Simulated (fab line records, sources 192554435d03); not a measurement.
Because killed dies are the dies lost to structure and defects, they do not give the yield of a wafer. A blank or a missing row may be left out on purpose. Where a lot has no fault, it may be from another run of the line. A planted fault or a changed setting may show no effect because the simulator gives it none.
Matching of chambers | flow n5Finfet | N5_BEOL_M4_ETCH_77 on rieDiel-02 has 4 sister chambers
The step etches underlayer in N2/H2, target depth 6.5 nm, time 5.2 s. 18 wafers are shown with their chamber, then 9 later ones without.

== WAFERS PAIRED WITH THEIR CHAMBERS ==
wafer  | chamber | drypumpMotorCurrentA (A) | showerheadPlenumPTorr (Torr) | throttleValvePct (%)
L076.2 | 3       | 5.9                      | 2.70                         | 17.63
L076.3 | 2       | 4.9                      | 2.57                         | 18.07
L076.6 | 3       | 5.9                      | 2.70                         | 17.60
L077.3 | 3       | 5.9                      | 2.70                         | 17.64
L077.4 | 1       | 6.7                      | 2.49                         | 17.69
L077.6 | 2       | 5.0                      | 2.57                         | 18.09
L079.1 | 2       | 4.9                      | 2.56                         | 18.09
L079.5 | 0       | 5.0                      | 2.71                         | 17.70
L079.6 | 1       | 6.7                      | 2.49                         | 17.69
L081.4 | 0       | 5.0                      | 2.71                         | 17.68
L081.5 | 0       | 5.0                      | 2.71                         | 17.71
L081.6 | 3       | 5.9                      | 2.70                         | 17.65
L091.2 | 3       | 5.9                      | 2.69                         | 17.69
L091.5 | 3       | 5.9                      | 2.69                         | 17.69
L091.6 | 0       | 5.0                      | 2.71                         | 17.71
L090.2 | 1       | 6.7                      | 2.48                         | 17.74
L090.5 | 0       | 5.0                      | 2.71                         | 17.70
L090.6 | 3       | 5.9                      | 2.69                         | 17.68

SIGNATURES (means of the wafers above)
reading               | chamber 0 | chamber 1 | chamber 2 | chamber 3 | scatter within a chamber
drypumpMotorCurrentA  | 5.000     | 6.700     | 4.933     | 5.900     | 0.0218
showerheadPlenumPTorr | 2.7100    | 2.4867    | 2.5667    | 2.6957    | 0.00467
throttleValvePct      | 17.7000   | 17.7067   | 18.0833   | 17.6543   | 0.0261
Rule: a wafer lies at a distance from a chamber equal to the root of the sum of squares, over the readings, of (its reading less the chamber's mean, divided by the reading's scatter). If the next closest chamber is less than 2 further off than the closest, the wafer can't be placed; otherwise it belongs to the closest. The scatter is the square root of a quotient: the sum, over the shown wafers, of each reading's squared deviation from its chamber's mean, divided by wafers minus chambers.

== WAFERS WHOSE CHAMBER IS MISSING ==
wafer  | drypumpMotorCurrentA (A) | showerheadPlenumPTorr (Torr) | throttleValvePct (%)
L093.3 | 5.0                      | 2.70                         | 17.73
L093.4 | 6.7                      | 2.48                         | 17.74
L093.6 | 4.9                      | 2.55                         | 18.13
L096.2 | 6.7                      | 2.48                         | 17.75
L096.4 | 5.0                      | 2.70                         | 17.72
L096.5 | 5.0                      | 2.55                         | 18.15
L097.1 | 5.9                      | 2.69                         | 17.67
L097.2 | 5.0                      | 2.55                         | 18.14
L097.5 | 6.7                      | 2.48                         | 17.75

== WHICH CHAMBER EACH WENT THROUGH ==
wafer  | from the rows above | in truth
L093.3 | 0                   | 0
L093.4 | 1                   | 1
L093.6 | 2                   | 2
L096.2 | 1                   | 1
L096.4 | 0                   | 0
L096.5 | 2                   | 2
L097.1 | 3                   | 3
L097.2 | 2                   | 2
L097.5 | 1                   | 1
9 of 9 placed correctly. Not placeable from these rows: 0. Placed wrongly: 0.
